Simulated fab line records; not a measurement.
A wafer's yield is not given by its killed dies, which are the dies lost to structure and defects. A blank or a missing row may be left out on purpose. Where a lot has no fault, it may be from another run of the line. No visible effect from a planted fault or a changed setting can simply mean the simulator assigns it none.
Struck lot and sound lot, side by side    flow n5-finfet    27 steps out of a route of 1938
Sound: these wafers, L223.1, L223.4, L223.5. Wafers L212.1, L212.2, L212.6 were the ones struck. The cause comes at the end.
At each step with rows: each side's tool, then ch and its chambers, then its first start. Under that, the readings that differ: sound wafers    struck wafers    difference of the means    sigmas: that difference in standard deviations of wafers without a fault.
alike: a reading whose means differ by less than 2 such deviations, as well as words and numbers matching on both sides. not compared: withheld readings; readings where some wafer has no value; bounds like >300 that might hide an equal value; numbers whose values overlap and for which the record gives no deviation.
A row with sigmas, a row that says differs or no value, or rows on one side alone: a step with any of these is where the two part. Non-overlapping numbers with no deviation appear without sigmas and do not part them. A reading missing from all wafers of one side parts the sides only when that side holds two or more wafers.

first, 8 steps without rows for these wafers: N5_BEOL_M1_CMP_52 (polishes, stops on SiOC, t overpolish 6.8 s, target thk 40 nm); N5_BEOL_M1_PRE_CLEAN_60 (time 15 s); N5_BEOL_M1_CO_CAP_55 (material Co, precursor CCTBA/H2, target thk 2 nm, time 102.1 s); N5_BEOL_M1_PRE_CLEAN_56 (time 15 s); N5_BEOL_M1_DEP_57 (deposits SiCN from 3MS/NH3, target thk 8 nm, time 14 s); N5_BEOL_M2_ILD_DEP_00 (deposits SiOC from DEMS/O2, target thk 79 nm, time 15.3 s); N5_BEOL_M2_PECVD_72 (deposits SiO2 from TEOS/O2, target thk 16 nm, time 18 s); N5_BEOL_M2_HM_DEP_02 (deposits TiN, target thk 20 nm).
N5_BEOL_M2_COAT_61: time 60 s, resist thk 60 nm.
  sound on litho-track-05 ch 0, day 11 04:47; struck on litho-track-02 ch 0, day 7 22:19
reading                                   sound                 struck                difference  sigmas
dispense-pressure-kPa (kPa)               49.6 49.5 49.5        42.1 42.1 42.1        -7.4        -3
spin-speed-rpm (rpm)                      1500.2 1502.2 1499.6  1418.6 1419.7 1420.9  -80.9       -82
model.SOC_of_BEOL_M2_COAT_61.thk-nm (nm)  60 60.2 60.2          61.6 61.8 61.8        +1.6        
then, 11 steps without rows for these wafers: N5_BEOL_M2_COAT_62 (time 60 s, resist thk 12 nm); N5_BEOL_M2_COAT_73 (time 60 s, resist thk 5 nm); N5_BEOL_M2_COAT_05 (resist thk 30 nm); N5_BEOL_M2_EBR_07; N5_BEOL_M2_SOFTBAKE_06 (time 60 s); N5_BEOL_M2_EXPOSE_08 (exposes mask M2); N5_BEOL_M2_PEB_09 (peb time 60 s); N5_BEOL_M2_DEVELOP_10 (develop time 30 s); N5_BEOL_M2_DESCUM_16 (chemistry O2, time 7 s); N5_BEOL_M2_ETCH_74 (etches underlayer in N2/H2, target depth 6.5 nm, time 5.2 s); N5_BEOL_M2_ETCH_63 (etches SiARC in CF4, target depth 15.6 nm, time 26 s).
N5_BEOL_M2_ETCH_64: etches SOC in N2/H2, target depth 75 nm, overetch 22.5 nm, time 121.9 s.
  sound on rie-diel-02 ch 0,1, day 11 05:24; struck on rie-diel-04 ch 2,3, day 7 22:55
reading                   sound              struck             difference  sigmas
model.etch.depth-nm (nm)  60.05 60.19 60.16  61.51 61.71 61.79  +1.54       
  alike: drypump-motor-current-A, oes-product-au, rf-vpp-V, showerhead-plenum-p-Torr, throttle-valve-pct
  not compared: rf-hours-counter-h
then, 3 steps without rows for these wafers: N5_BEOL_M2_STRIP_65 (strips in N2/H2); N5_BEOL_M2_STRIP_75 (strips in N2/H2); N5_BEOL_M2_STRIP_66 (strips in CF4).
N5_BEOL_M2_HM_OPEN_17: chemistry Cl2/BCl3, target TiN, target depth 20 nm, overetch 6 nm.
  sound on rie-metal-02 ch 0,1, day 11 05:35; struck on rie-metal-01 ch 0,1, day 7 23:05
reading                                   sound           struck          difference  sigmas
drypump-motor-current-A (A)               6.4 6.3 6.4     5.5 5.4 5.4     -0.9        -2
model.SOC_of_BEOL_M2_COAT_61.thk-nm (nm)  52.4 52.4 52.4  53.8 53.8 53.8  +1.4        
  alike: oes-product-au, throttle-valve-pct
  not compared: rf-hours-counter-h
then, 1 step without rows for these wafers: N5_BEOL_M2_STRIP_19 (strips in O2).
N5_BEOL_M4_RC_MEAS_101:
  sound on prober-01 ch 0, day 12 13:17; struck on prober-02 ch 0, day 9 12:50
reading         sound           struck          difference  sigmas
IOFF_P (nA/um)  0.22 0.16 0.17  0.26 0.25 0.28  +0.08       +2
VT_P (mV)       -252 -251 -251  -243 -245 -244  +7          +2
  alike: DIBL_N, DIBL_P, IOFF_N, ION_N, ION_P, SS_N, SS_P, VT_N

## WHERE THEY PART
Earliest at N5_BEOL_M2_COAT_61; latest, in this record, at N5_BEOL_M4_RC_MEAS_101.

WHY: the cause the simulator had injected
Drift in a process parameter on litho-track-02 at N5_BEOL_M2_COAT_61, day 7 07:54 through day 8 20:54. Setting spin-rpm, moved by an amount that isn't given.
